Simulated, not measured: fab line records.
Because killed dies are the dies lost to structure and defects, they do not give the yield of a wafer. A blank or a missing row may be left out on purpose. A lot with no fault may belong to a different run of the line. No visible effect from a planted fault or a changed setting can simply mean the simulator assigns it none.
fab line records	flow n5_finfet
record lots=5	wafers=12	last_day=17
route steps=1938 shown BEOL_M2@889 BEOL_M4@1111 PASSIVATION@1936
lots with no fault: from the same line, run without faults
start_h: start of the lot's first displayed wafer, in hours after the record's first day	wait_h: how many hours have passed since the lot's step before this one	" unchanged from the row above	L1.1+2: several wafers, shown together as one row	- value missing, or start not given	* or withheld: withheld	< > ~ a bound
route shown NAME@n: NAME is a module with steps in the file, n the number in the route of the first one	usual: mean/standard deviation of fault-free wafers	same: alike in all rows	chamber/n: place in a boat	sites: each site's reading	_std_site: the standard deviation of these	_edge_site: inner sites' mean taken away from outer sites' mean	radius_mm: how far each site lies from the wafer's centre	mask NAME#n: copy n	behind: the last tool/chamber to shape the wafer	hold: why the lot went on hold/how many hours it stayed there/how the hold came to an end	device: the n, p or np transistor that did not switch	end of line: tests run on the same wafers once the route is complete	a step given without rows: its recipe and nothing more	killed: count of dies lost to structure and defects at first sort (not the wafer's yield)	map: the dies of a wafer, with x for killed, . for not killed, _ for no die there
set.NAME: the run value of the setting; set.NAME@STEP: its run value at that earlier step	model.NAME: the simulator's own value behind a step, which no gauge read
lots seen at some steps along the route; tables by step, rows by wafer
services: a tool's chamber out of use, with start hour (start_h, from the record's first day; less than 0 if before it), hours out, and reason
## steps
# step N5_BEOL_M2_STRIP_36
# recipe chemistry=N2/H2	power_w=450	temp_c=40	pressure_mtorr=20	rf_frequency_hz=6e+07	overash_fraction=0.3	bias_power_w=7	h2_frac=0.5	n2_flow_sccm=200	h2_flow_sccm=200
# step N5_BEOL_M2_TRENCH_ETCH_37
# recipe chemistry=C4F6/O2	target_depth_a=555.55	target=SiOC	time_s=29.2	ion_energy_ev=250	pressure_mtorr=30	source_w=355	bias_w=185	Ar_flow_sccm=300	C4F6_flow_sccm=10	O2_flow_sccm=10
# step N5_BEOL_M2_ETCH_41
# recipe chemistry=CH3F/O2	target=SiCN	target_depth_a=299	taper_deg=2	time_s=52.5	ion_energy_ev=120	mask_material=TiN	pressure_mtorr=30	source_w=395	bias_w=75	Ar_flow_sccm=150	CH3F_flow_sccm=30	O2_flow_sccm=20
# step N5_BEOL_M2_STRIP_97
# recipe chemistry=N2/H2	time_s=10	power_w=450	temp_c=40	pressure_mtorr=20	rf_frequency_hz=6e+07	bias_power_w=7	n2_flow_sccm=200	h2_flow_sccm=200
# step N5_BEOL_M2_HM_STRIP_39
# recipe chemistry=peroxide_tin_strip	material=TiN	target_depth_a=250	temp_c=50	time_s=158
# step N5_BEOL_M2_SRD_40
# recipe time_s=30	temp_c=23	rinse_liquid=diw	dry=ipa_marangoni
# step N5_BEOL_M2_PRECLEAN_42
# recipe chemistry=residue_remover	time_s=60	temp_c=40
# step N5_BEOL_M2_SRD_43
# recipe time_s=30	temp_c=23	rinse_liquid=diw	dry=ipa_marangoni
# step N5_BEOL_M2_DEGAS_44
# recipe ambient=vacuum	temp_c=250	time_s=60
# step N5_BEOL_M2_PRE_CLEAN_45
# recipe gas=H2/He	time_s=30	temp_c=250
# step N5_BEOL_M2_ALD_84
# recipe material=TaN	target_thk_a=*	temp_c=275	ald_precursor_family=PDMAT	ald_co_reactant=NH3	pressure_torr=3	carrier_flow_sccm=1500	pulse_time_s=2	purge_time_s=3	co_reactant_purge_time_s=2	co_reactant_pulse_time_s=3	ald_cycles=30	precursor_vessel_temp_c=75	precursor_vessel_pressure_torr=26.25	precursor_vessel_carrier_sccm=1000
# usual ald_cycles=30/0	heater_power_w=389/39	precursor_vessel_carrier_sccm=999.8/2.7	precursor_vessel_pressure_torr=26.24/0.052
# same co_reactant_purge_time_s=2
lot.wafer	tool	chamber	start_h	wait_h	ald_cycles	heater_power_w	precursor_vessel_carrier_sccm	precursor_vessel_pressure_torr
L702.1	ald_metal-02	1	213.92	0.1	30	404	1002.2	26.29
L702.2	"	0	"	"	30	423	997.4	26.27
L702.6	"	1	"	"	30	411	1003.0	26.26
L706.1	ald_metal-03	1	243.43	0.0	30	393	999.4	26.29
L706.5	"	2	"	"	30	322	998.1	26.22
L706.6	"	3	"	"	30	387	997.1	26.23
L707.3	ald_metal-02	1	246.51	0.1	30	411	996.9	26.29
L707.5	"	3	"	"	24	419	997.3	26.21
L708.3	ald_metal-02	1	249.13	0.1	30	402	1002.2	26.28
L708.5	"	3	"	"	24	408	994.4	26.17
L709.2	ald_metal-02	0	256.09	0.1	24	431	999.1	26.14
L709.3	"	1	"	"	30	413	999.6	26.15
# step N5_BEOL_M2_SURFACE_TREAT_85
# recipe gas=Ar	time_s=*	ion_energy_ev=*	ion_current_ma_cm2=0.5	pressure_mtorr=*	ar_flow_sccm=30
# step N5_BEOL_M2_CVD_47
# recipe material=Co	target_thk_a=30	temp_c=withheld	precursor=CCTBA/H2	pressure_torr=30	time_s=223.8
# step N5_BEOL_M2_SPUTTER_48
# recipe material=Cu	target_thk_a=45	temp_c=-20	chamber_pressure_pa=0.07	power_w=withheld	time_s=8.29
# step N5_BEOL_M2_ANNEAL_49
# recipe temp_c=400	time_s=240	ambient=vacuum
# step N5_BEOL_M2_SPUTTER_79
# recipe material=Cu	target_thk_a=45	temp_c=-20	chamber_pressure_pa=0.07	power_w=withheld	time_s=8.29
# step N5_BEOL_M2_ANNEAL_80
# recipe temp_c=400	time_s=240	ambient=vacuum
# step N5_BEOL_M2_SPUTTER_81
# recipe material=Cu	target_thk_a=45	temp_c=-20	chamber_pressure_pa=0.07	power_w=withheld	time_s=8.29
# step N5_BEOL_M2_ANNEAL_82
# recipe temp_c=400	time_s=240	ambient=vacuum
# step N5_BEOL_M2_SPUTTER_86
# recipe material=Cu	target_thk_a=45	temp_c=-20	chamber_pressure_pa=0.07	power_w=withheld	time_s=8.29
# step N5_BEOL_M2_ANNEAL_87
# recipe temp_c=400	time_s=240	ambient=vacuum
# step N5_BEOL_M2_SPUTTER_88
# recipe material=Cu	target_thk_a=45	temp_c=-20	chamber_pressure_pa=0.07	power_w=withheld	time_s=8.29
# step N5_BEOL_M2_ANNEAL_89
# recipe temp_c=400	time_s=240	ambient=vacuum
# step N5_BEOL_M2_SPUTTER_90
# recipe material=Cu	target_thk_a=45	temp_c=-20	chamber_pressure_pa=0.07	power_w=withheld	time_s=8.29
# step N5_BEOL_M2_ANNEAL_91
# recipe temp_c=400	time_s=240	ambient=vacuum
# step N5_BEOL_M2_SPUTTER_92
# recipe material=Cu	target_thk_a=45	temp_c=-20	chamber_pressure_pa=0.07	power_w=withheld	time_s=8.29
# step N5_BEOL_M2_ANNEAL_93
# recipe temp_c=400	time_s=240	ambient=vacuum
# step N5_BEOL_M2_SPUTTER_94
# recipe material=Cu	target_thk_a=45	temp_c=-20	chamber_pressure_pa=0.07	power_w=withheld	time_s=8.29
# step N5_BEOL_M2_ANNEAL_95
# recipe temp_c=400	time_s=240	ambient=vacuum
# step N5_BEOL_M2_SPUTTER_96
# recipe material=Cu	target_thk_a=45	temp_c=-20	chamber_pressure_pa=0.07	power_w=withheld	time_s=8.29
# step N5_BEOL_M2_ECD_50
# recipe material=Cu	target_thk_a=3000
# step N5_BEOL_M2_ANNEAL_51
# recipe temp_c=225	time_s=90	ambient=N2
# step N5_BEOL_M2_CMP_52
# recipe stop_on=SiOC	t_overpolish_s=6.8	down_force_psi=1	platen_rpm=50	clearing_platen_down_force_psi=1.5	clearing_platen_rpm=50	post_cmp_clean=cu_alkaline	target_thk_nm=40	clearing_platen_pad_velocity_m_s=0.99484	pad_velocity_m_s=0.99484
# step N5_BEOL_M2_PRE_CLEAN_60
# recipe gas=NH3/H2	time_s=15	temp_c=*	rf_power_w=300
# step N5_BEOL_M2_CO_CAP_55
# recipe material=Co	target_thk_a=20	temp_c=200	precursor=CCTBA/H2	pressure_torr=30	time_s=102.1
# step N5_BEOL_M2_PRE_CLEAN_56
# recipe gas=NH3	time_s=15	temp_c=withheld	rf_power_w=300
# step N5_BEOL_M2_DEP_57
# recipe material=SiCN	target_thk_a=80	temp_c=withheld	precursor=3MS/NH3	pressure_torr=3	rf_w=202	time_s=14
# step N5_BEOL_M4_RC_MEAS_101
# usual CHAIN_V1=229/9.6	COMB_M2=5.6e-11/1.2e-11	DIBL_N=36.4/1.7	DIBL_P=36.4/2.1	IOFF_N=0.16/0.035	IOFF_P=0.21/0.035	ION_N=680/11	ION_P=465/6.8	SS_N=71.5/0.58	SS_P=73.2/0.72	VT_N=249/3.6	VT_P=-250/3.1
lot.wafer	tool	chamber	start_h	wait_h	CHAIN_V1[ohm/link]	COMB_M2[S/m]	DIBL_N[mV/V]	DIBL_P[mV/V]	IOFF_N[nA/um]	IOFF_P[nA/um]	ION_N[uA/um]	ION_P[uA/um]	SS_N[mV/dec]	SS_P[mV/dec]	VT_N[mV]	VT_P[mV]
L702.1	prober-01	0	246.88	0.0	214	4.4e-11	36.6	34.3	0.16	0.19	675	454	72.0	72.0	248	-251
L702.2	"	0	"	"	231	5.4e-11	36.8	35.1	0.15	0.19	670	458	72.0	73.1	249	-253
L702.6	"	0	"	"	208	7e-11	36.4	35.7	0.15	0.20	682	464	71.4	72.7	249	-248
L706.1	prober-01	0	268.45	0.0	223	6.2e-11	36.0	36.6	0.15	0.19	662	455	71.2	73.0	252	-254
L706.5	"	0	"	"	220	5.8e-11	35.1	35.7	0.15	0.19	676	466	69.8	72.7	251	-251
L706.6	"	0	"	"	228	7.9e-11	34.2	34.0	0.12	0.16	676	461	70.7	72.3	257	-254
L707.3	prober-02	0	273.73	0.3	235	5.1e-11	36.0	37.0	0.15	0.21	673	468	71.5	72.6	249	-248
L707.5	"	0	"	"	200	9.4e-11	36.6	38.2	0.16	0.22	677	466	71.3	73.0	250	-249
L708.3	prober-02	0	279.22	0.3	221	5.9e-11	35.8	35.5	0.14	0.18	676	464	70.8	72.2	252	-255
L708.5	"	0	"	"	186	8.7e-11	34.5	34.0	0.12	0.15	672	455	71.4	73.0	254	-255
L709.2	prober-01	0	296.90	0.2	197	8e-11	40.0	37.8	0.22	0.26	697	471	72.5	74.2	245	-247
L709.3	"	0	"	"	217	4.2e-11	38.7	36.9	0.20	0.25	689	472	72.1	73.9	247	-248
# sites CHAIN_V1 radius_mm=0,75,75,75,75,140,140,140,140
L702.1 214 213 219 218 214 218 213 221 210
L706.1 219 221 236 221 225 223 223 230 222
L707.3 239 245 235 238 240 229 228 235 231
L708.3 215 231 221 219 224 228 219 223 221
L709.2 196 198 205 204 195 197 195 199 194
# sites COMB_M2 radius_mm=0,75,75,75,75,140,140,140,140
L702.1 4.4e-11 2.8e-11 4.4e-11 3.9e-11 5.3e-11 4.5e-11 3.7e-11 5.8e-11 4.7e-11
L706.1 1.02e-10 6.2e-11 6.9e-11 5.8e-11 6.6e-11 6.2e-11 5.5e-11 8.3e-11 5.7e-11
L707.3 5.4e-11 3.3e-11 5.4e-11 5.7e-11 5.1e-11 4.6e-11 4.4e-11 5.3e-11 4.7e-11
L708.3 3.4e-11 2.5e-11 5.9e-11 5.9e-11 7.1e-11 5.9e-11 5.5e-11 3.8e-11 9.1e-11
L709.2 7.4e-11 8e-11 1.02e-10 1.11e-10 5.5e-11 5.7e-11 1.09e-10 7.7e-11 9.1e-11
# step N5_PASSIVATION_PROBE_49
# usual defect_limited_yield=91.3/1.4	killed_at_M0_to_M3=36/11	killed_at_M4_up=13/5.2	killed_at_contacts=13/6.5	killed_at_front_end=37/11	killed_at_other=3.6/2.9	killed_dies=103/17	killed_open=68/12	killed_short=33/7.3	sort_bin_4_leakage=0.01/0.039	sort_bin_5_function=5.2/0.91	sort_bin_6_memory=3.2/0.67	sort_n_pass=1077/17	sort_yield_pct=91.3/1.4
# same gross_dies=1180	killed_at_back_side=0	sort_bin_8_speed[%]=0
lot.wafer	tool	chamber	start_h	wait_h	defect_limited_yield[%]	killed_at_M0_to_M3	killed_at_M4_up	killed_at_contacts	killed_at_front_end	killed_at_other	killed_dies	killed_open	killed_short	sort_bin_4_leakage[%]	sort_bin_5_function[%]	sort_bin_6_memory[%]	sort_n_pass	sort_yield_pct[%]
L707.5	prober-01	-	378.48	0.2	89.8	61	11	4	38	6	120	52	30	3.22	4.2	2.5	1060	89.8
L706.1	prober-01	-	379.81	0.0	92.1	39	7	4	39	4	93	64	29	0	4.6	2.9	1087	92.1
L706.5	prober-01	-	380.01	0.2	90.5	41	7	17	43	4	112	78	32	0	5.4	3.6	1068	90.5
L706.6	prober-01	-	380.06	0.3	90.3	35	14	13	48	5	115	92	23	0	5.6	3.7	1065	90.3
L708.5	prober-01	-	383.98	0.2	90.5	52	8	28	20	4	112	60	33	1.61	5.1	2.6	1068	90.5
L709.2	prober-02	-	404.36	0.1	91.1	66	9	11	19	0	105	54	30	1.61	4.1	3.0	1075	91.1
L709.3	prober-02	-	404.41	0.1	92.2	32	15	13	31	1	92	62	28	0	4.6	2.6	1088	92.2
# killed by level:class
L707.5 M2:area_ald=38 FIN_SAQP:geometric_particle:short=10 BEOL_M0_SAQP:geometric_particle:open=6 DUMMY_GATE:geometric_particle:open=5 BEOL_M0_SAQP:geometric_particle:short=5 BEOL_M1:geometric_particle:open=5 ILD0:geometric_particle:short=4 ILD0:geometric_particle:open=4
L706.1 FIN_SAQP:geometric_particle:open=15 BEOL_M3:geometric_particle:open=8 STI_FIN_REVEAL:geometric_particle:open=7 BEOL_M0:geometric_particle:open=6 FIN_SAQP:geometric_particle:short=5 BEOL_M2:geometric_particle:open=5 BEOL_M1:geometric_particle:short=4 BEOL_M5:geometric_particle:open=4
L706.5 BEOL_M3:geometric_particle:open=17 MOL_CONTACT_COAG:geometric_particle:open=15 FIN_SAQP:geometric_particle:open=13 BEOL_M2:geometric_particle:open=7 FIN_SAQP:geometric_particle:short=5 GATE_CUT:geometric_particle:open=5 BEOL_M0_SAQP:geometric_particle:short=5 STI_FIN_REVEAL:geometric_particle:open=4
L706.6 BEOL_M1:geometric_particle:open=16 MOL_CONTACT_COAG:geometric_particle:open=12 FIN_SAQP:geometric_particle:open=11 STI_FIN_REVEAL:geometric_particle:open=10 DUMMY_GATE:geometric_particle:open=7 BEOL_M5:geometric_particle:open=7 FIN_SAQP:geometric_particle:short=5 GATE_CUT:geometric_particle:short=5
L708.5 MOL_CONTACT_COAG:geometric_particle:open=22 M2:area_ald=19 BEOL_M0_SAQP:geometric_particle:short=10 BEOL_M0_SAQP:geometric_particle:open=8 MOL_CONTACT_COAG:geometric_particle:short=6 BEOL_M2:geometric_particle:open=6 STARTING-WAFER:geometric_particle:open=6 FIN_SAQP:geometric_particle:short=4
L709.2 M2:area_ald=19 BEOL_M1:geometric_particle:open=11 MOL_CONTACT_COAG:geometric_particle:open=10 BEOL_M0_SAQP:geometric_particle:open=9 BEOL_M1:geometric_particle:short=7 BEOL_M2:geometric_particle:open=6 BEOL_M3:geometric_particle:open=6 FIN_SAQP:geometric_particle:short=5
L709.3 BEOL_M1:geometric_particle:open=11 FIN_SAQP:geometric_particle:open=10 MOL_CONTACT_COAG:geometric_particle:open=8 BEOL_M2:geometric_particle:open=6 STI_FIN_REVEAL:geometric_particle:open=5 GATE_CUT:geometric_particle:short=5 MOL_CONTACT_COAG:geometric_particle:short=5 BEOL_M0_SAQP:geometric_particle:open=5
# map L707.5 (x killed, . not)
_________________............________________
______________...x..........xx.._____________
___________....x..x...xx...........__________
__________.....xx...xx.....x........_________
________...x...........x............x._______
_______..............x...............x.______
______.......x.....x.............x......_____
_____....................x.x...x.........____
____..x......................x..........x.___
___....x....x.....x...x.............x.....x__
___..........x....xx...............x.......__
__........x............x...................._
__.....................x...........x..x....._
_x...x.xx........x.x.........................
_.....x.......................x..........x.x.
_.........x......x......x...x............x..x
_.............x.x.....x.x...........x........
_..x..........x................x.............
_............x...........x..x....x...........
_.......x..........x..x.....xx.....x....x....
_................x.......xx...........x....x.
__.........................x.........x......_
__.........x........x.....x................._
___..x.............x.......x...............__
___...x..xx...........x..............x...x.__
____..........x..................x.x...x..___
_____...........x...x.....x..............____
______.....x...x..................x..x.._____
_______.x..........x...x......x........______
________x.......x.........x.x........._______
__________.............xx.........x._________
___________........................__________
______________..xx.............._____________
_________________.....x......________________
# map L708.5 (x killed, . not)
_________________............________________
______________.x.....x.........._____________
___________..x..........x..........__________
__________.x.....x..........x......._________
________.........x.....x........x....._______
_______......x...x.x.......x...........______
______...............x.......x.........._____
_____...x...x................x...........____
____..x.....x......x....x.................___
___.......x...x................x..x.x......__
___....x.x.......x...............x....x..x.__
__.....x.x.................................._
__..................x.x..x...x..x.x.......x._
_x....x...............x......................
_......x...........x.x........x.........xx..x
_.........................................x.x
_........x...x....x........................x.
_x.....x....x...x.............x..............
_....x.............x.........................
_...............x.........................x..
_x..x......x.........x...............x.......
__x..............x.................xx.....x._
__............x.................xx...x......_
___...x..........x.....x.....xx..x..x.x...x__
___.............x................x.....x...__
____x.........x.....x...xx...x............___
_____.........x..................x.......____
______.................................._____
_______...xx..x..........x.............______
________........x.....x..............._______
__________.........................._________
___________............x...........__________
______________x....x............_____________
_________________.x..........________________
## services
tool	chamber	start_h	hours	kind
ald_metal-02	-	216.21	2.8	pm
ald_metal-02	-	224.08	0.3	repair
ald_metal-03	3	224.77	1.5	repair
## key
first_sign step=N5_BEOL_M2_ALD_84	reading=ald_cycles	direction=down	sigmas=99+	usual=*	struck=*
effect step=N5_BEOL_M4_RC_MEAS_101	reading=CHAIN_V1	direction=down	sigmas=3.6	usual=229	struck=195
effect step=N5_BEOL_M4_RC_MEAS_101	reading=COMB_M2	direction=up	sigmas=2.5	usual=5.6e-11	struck=8.7e-11
effect step=N5_PASSIVATION_PROBE_49	reading=sort_bin_4_leakage	direction=up	sigmas=25	usual=0.01	struck=2.15
met_at N5_BEOL_M2_ALD_84
struck_wafers L707.5,L708.5,L709.2
onset_between 213.92 246.51
fault kind=process_parameter_drift	tool=ald_metal-02	chamber=-	onset_h=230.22	steps=N5_BEOL_M2_ALD_84	channel=ald_cycles	offset=*	shape=step	end_h=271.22	scope=struck_wafers_only	acts_in=*	stated=*
